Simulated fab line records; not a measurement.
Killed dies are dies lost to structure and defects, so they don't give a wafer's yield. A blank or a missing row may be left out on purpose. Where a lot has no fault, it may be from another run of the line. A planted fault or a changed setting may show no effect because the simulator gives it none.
8D (eight disciplines) problem report, filled in by code / flow n5_finfet / the parts of the form that need people (team, actions taken, sign-off) are left out

## 1. WHAT WENT WRONG
At N5_BEOL_M11_CVD_75, run_length_s averages 251.7 s over 4 wafers from 3 lots, while fault-free wafers read 161.8 s, standard deviation 0.52. That is +99 or more standard deviations from the usual mean.
The step: deposits Co from CCTBA/H2, target thk 2 nm, time 138.9 s.
Seen first at day 13 13:30 on cvd_co-02, wafer L937.3. The record holds 37 wafers of 14 lots with a number at this step. The rule behind "out" and "out of limits": a value lying over 4 standard deviations away from the usual mean. The other wafers with a number count as sound.

## 2. WHAT THIS IS AND IS NOT
question=which readings at this step | is=run_length_s | is not=-
question=which lots | is=L937, L941, L942 | is not=L927, L928, L929, L930, L931, L932, L934, L939, L947, L948, L949
question=which wafers of those lots | is=L937.3, L941.3, L942.3, L942.6 | is not=L937.4, L941.1
question=read on which tools | is=cvd_co-02 | is not=cvd_co-01
question=when | is=from day 13 13:30 | is not=up to then (22 sound wafers); but 11 sound wafers of L939, L941, L947, L948, L949 came after

## 3. THE SUSPECTS, EACH WITH WHAT RULES IT OUT
Counting: any tool at a process step up to the reading remains a suspect provided it ran every lot that is out. Sound lots after the first of them don't rule it out here, since some wafers of a struck lot are sound.
- cvd_co-02 at N5_BEOL_M11_CVD_75 (deposits Co from CCTBA/H2, target thk 2 nm, time 138.9 s): kept. It ran every lot that is out, first L937 (day 13 13:30); its last sound lot up to then is L934 (day 12 18:52). Its own run_length_s readings are out on those wafers.
The count leaves cvd_co-02 at N5_BEOL_M11_CVD_75.

## 4. THE CAUSE (what the simulator had put in)
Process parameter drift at N5_BEOL_M11_CVD_75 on cvd_co-02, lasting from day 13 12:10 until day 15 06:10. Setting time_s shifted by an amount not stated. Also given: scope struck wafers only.
After counting, this tool was the only one left.

## 5. THE CHAIN OF EFFECTS, in route order
Each row: a reading where the mean over the struck wafers with a number is more than 3 standard deviations away from the usual. Only readings whose record carries a usual standard deviation are examined. hours: median over the lots of the time between each lot's start at the first step of this table that gives one and its start at this step. sigmas: the change, counted in usual standard deviations.
hours=0; step=N5_BEOL_M11_CVD_75; reading=run_length_s; usual=161.8 s; on struck wafers=251.7; change=+89.9; sigmas=+99 or more
Process steps it contains:
- N5_BEOL_M11_CVD_75: deposits Co from CCTBA/H2, target thk 2 nm, time 138.9 s.

## 6. WHAT WOULD HAVE CAUGHT IT SOONER
In this record the first reading out of limits was taken at day 13 13:30, 1 hour after the fault began at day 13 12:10.
